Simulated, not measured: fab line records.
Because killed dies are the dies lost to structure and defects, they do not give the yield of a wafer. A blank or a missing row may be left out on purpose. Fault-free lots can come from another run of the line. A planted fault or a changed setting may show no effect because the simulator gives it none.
Split-lot experiment -- flow n5-finfet -- on a route of 1938 steps: 7 lots, 21 wafers read

THE SPLIT ITSELF
At N5_FIN_CUT_CUT_ETCH_26 (etches SiNx in CH3F/O2, target depth 39 nm, time 55.7 s), the setting source-w was moved away from the recipe's 395 W on 7 of the 21 wafers read, by -17.3% to -7.2%. This setting was run at the recipe's value on the other wafers.

The reading comes from the split's own step.

THE READING
rf-vpp-V, in V, at N5_FIN_CUT_CUT_ETCH_26 (etches SiNx in CH3F/O2, target depth 39 nm, time 55.7 s). Fault-free wafers of this fab line usually give 295 V, standard deviation 4.6 V.

wafer,"tool, chamber at the split","source-w as run, W",against the recipe,"rf-vpp-V, V",against lot-mates on the recipe
L079.2,"rie-diel-03, 3",366.6,-7.2%,303,+14
L079.3,"rie-diel-03, 1",395,recipe,289,-
L079.4,"rie-diel-03, 0",366.6,-7.2%,308,+19
L084.2,"rie-diel-03, 1",395,recipe,292,-
L084.3,"rie-diel-03, 0",333,-15.7%,321,+29
L084.5,"rie-diel-03, 1",395,recipe,292,-
L089.3,"rie-diel-03, 1",395,recipe,290,-
L089.5,"rie-diel-03, 2",395,recipe,294,-
L089.6,"rie-diel-03, 0",395,recipe,296,-
L092.1,"rie-diel-02, 2",395,recipe,294,-
L092.2,"rie-diel-02, 3",395,recipe,300,-
L092.5,"rie-diel-02, 0",395,recipe,292,-
L093.1,"rie-diel-02, 2",326.5,-17.3%,323,+34
L093.4,"rie-diel-02, 0",395,recipe,291,-
L093.6,"rie-diel-02, 1",395,recipe,288,-
L096.2,"rie-diel-01, 3",349.5,-11.5%,321,no lot-mate on the recipe
L096.3,"rie-diel-01, 2",349.5,-11.5%,317,no lot-mate on the recipe
L096.5,"rie-diel-01, 2",349.5,-11.5%,315,no lot-mate on the recipe
L097.1,"rie-diel-01, 2",395,recipe,298,-
L097.4,"rie-diel-01, 3",395,recipe,305,-
L097.6,"rie-diel-01, 0",395,recipe,292,-

FIT RESULTS
A straight line over all 21 wafers: rf-vpp-V changes by -1.83 V for each +1% of source-w; r = -0.94; the points scatter about the line by 4.3 V.
The same after taking each lot's own level away (the mean of its wafers on the recipe; 18 wafers): -1.94 V for each +1%; r = -0.96; scatter 3.3 V.
On that fit, the largest move of source-w shifts the reading by 34 V.
Across the lots, their own levels run from 289.0 to 298.3 V, a range of 2.0 times the standard deviation given above.
The two slopes are in agreement: the lot-to-lot level therefore moves the slope only a little.
Check: with one of the wafers moved furthest among these (-17.3%) left out of the fit, the line predicts +34.2 V for it against its lot-mates. It came out at +33.5 V against them.
Tool readings at the split's step, against how far the setting was moved: rf-vpp-V r = -0.94.

THESE WAFERS: OTHER SPLITS
Other splits were also applied to these wafers ahead of the reading. Each is held against what the fit with the lots' levels taken away leaves over:
other split on the same wafers,wafers away from the commonest value,r with rf-vpp-V (lot level and that fit taken away)
N5_WELL_APT_EXPOSE_05 dose-mj,10,-0.14

THE FILE'S OWN FIT
rf-vpp-V changes by -1.92 V for each +1% of source-w, r = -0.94.
